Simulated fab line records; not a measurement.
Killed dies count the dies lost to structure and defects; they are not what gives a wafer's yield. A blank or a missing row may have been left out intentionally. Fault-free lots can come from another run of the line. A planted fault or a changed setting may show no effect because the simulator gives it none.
The same fault as seen by 2 desks ; flow n5-finfet ; what lay behind the numbers comes last; until then each desk has only its own

## AT THE METROLOGY DESK
Means of the sampled wafers that have a number, per lot and without regard to the tool the lot ran on: this is what the gauges read. If a lot's mean is further than 4 standard deviations from the usual mean, the lot is out of limits and carries the mark OUT (the distance appears in the brackets). Shown here are 7 of its 10 readings, the ones lying furthest out on some lot.
Columns: A = DIBL_N at N5_BEOL_M4_RC_MEAS_101, usual 36.9 mV/V; B = DIBL_P at N5_BEOL_M4_RC_MEAS_101, usual 37.3 mV/V; C = IOFF_N at N5_BEOL_M4_RC_MEAS_101, usual 0.16 nA/um; D = IOFF_P at N5_BEOL_M4_RC_MEAS_101, usual 0.22 nA/um; E = ION_P at N5_BEOL_M4_RC_MEAS_101, usual 463 uA/um; F = SS_N at N5_BEOL_M4_RC_MEAS_101, usual 71.6 mV/dec; G = VT_P at N5_BEOL_M4_RC_MEAS_101, usual -250 mV
lot;first seen here;A;B;C;D;E;F;G
L758;day 7 21:47;38.2;40.3;0.22;0.29;470;72.3;-246
L762;day 9 02:05;36.7;35.4;0.15;0.19;451;71.8;-255
L763;day 9 07:04;35.4;34.3;0.15;0.18;453;71.1;-255
L765;day 10 02:21;38.2;38.0;0.18;0.23;463;71.7;-249
L769;day 11 02:26;37.2;37.7;0.16;0.23;468;71.0;-248
L777;day 13 03:25;38.3;37.8;0.17;0.23;469;71.6;-250
L778;day 13 16:40;34.8;34.7;0.14;0.18;456;70.7;-255
L780;day 13 19:45;38.5;38.9;0.17;0.23;457;72.1;-253
L779;day 13 20:19;36.5;38.0;0.15;0.22;465;71.6;-250
Finding of this desk: none of the 9 lots has anything out of limits.

## THE TOOL OWNER'S DESK: rie-diel-02
The tool's own readings at N5_BEOL_M2_VIA_ETCH_34 (etches the open film in C4F6/O2, target depth 69.4 nm, time 65.9 s): means of the sampled wafers that have a number, for each lot that ran on this tool. If a lot's mean is further than 4 standard deviations from the usual mean, the lot is out of limits and carries the mark OUT (the distance appears in the brackets).
Columns: A = drypump-motor-current-A at N5_BEOL_M2_VIA_ETCH_34, usual 5.8 A; B = oes-product-au at N5_BEOL_M2_VIA_ETCH_34, usual 0.83 a.u.; C = rf-vpp-V at N5_BEOL_M2_VIA_ETCH_34, usual 673 V; D = run-length-s at N5_BEOL_M2_VIA_ETCH_34, usual 89.4 s; E = showerhead-plenum-p-Torr at N5_BEOL_M2_VIA_ETCH_34, usual 2.88 Torr; F = throttle-valve-pct at N5_BEOL_M2_VIA_ETCH_34, usual 30.71 %
lot;first seen here;A;B;C;D;E;F
L758;day 6 21:56;5.8;0.82;669;89.5;2.91;30.65
L763;day 7 21:07;5.7;0.84;675;89.4;2.91;30.60
L765;day 8 18:35;5.9;0.82;678;84.1 (-14) OUT;2.90;30.62
L769;day 10 00:15;6.0;0.83;670;81.0 (-22) OUT;2.87;30.49
L780;day 12 09:44;5.8;0.77;669;89.7;2.89;30.70
L779;day 12 10:13;5.8;0.82;667;89.3;2.87;30.50
Finding of this desk: L765, L769 out of limits; the first was L765 at day 8 18:35, on run-length-s at N5_BEOL_M2_VIA_ETCH_34. L758, L763, L780, L779: within limits.

## PUT TOGETHER
On L765, L769, at day 8 18:35, an alarm was possible from the tool owner's desk.
At the metrology desk, nothing out of limits was observed.
The metrology desk has L765, L769 on record, within its limits.
N5_BEOL_M2_VIA_ETCH_34 was run on rie-diel-02 by each of the lots named.

## WHAT THE SIMULATOR PUT IN
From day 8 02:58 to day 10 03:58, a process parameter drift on rie-diel-02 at N5_BEOL_M2_VIA_ETCH_34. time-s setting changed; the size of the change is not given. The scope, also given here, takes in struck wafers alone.
Struck lots among those shown: L765, L769.
Delay in hours, fault start to first out-of-limits reading, by desk: the tool owner's desk at 16.
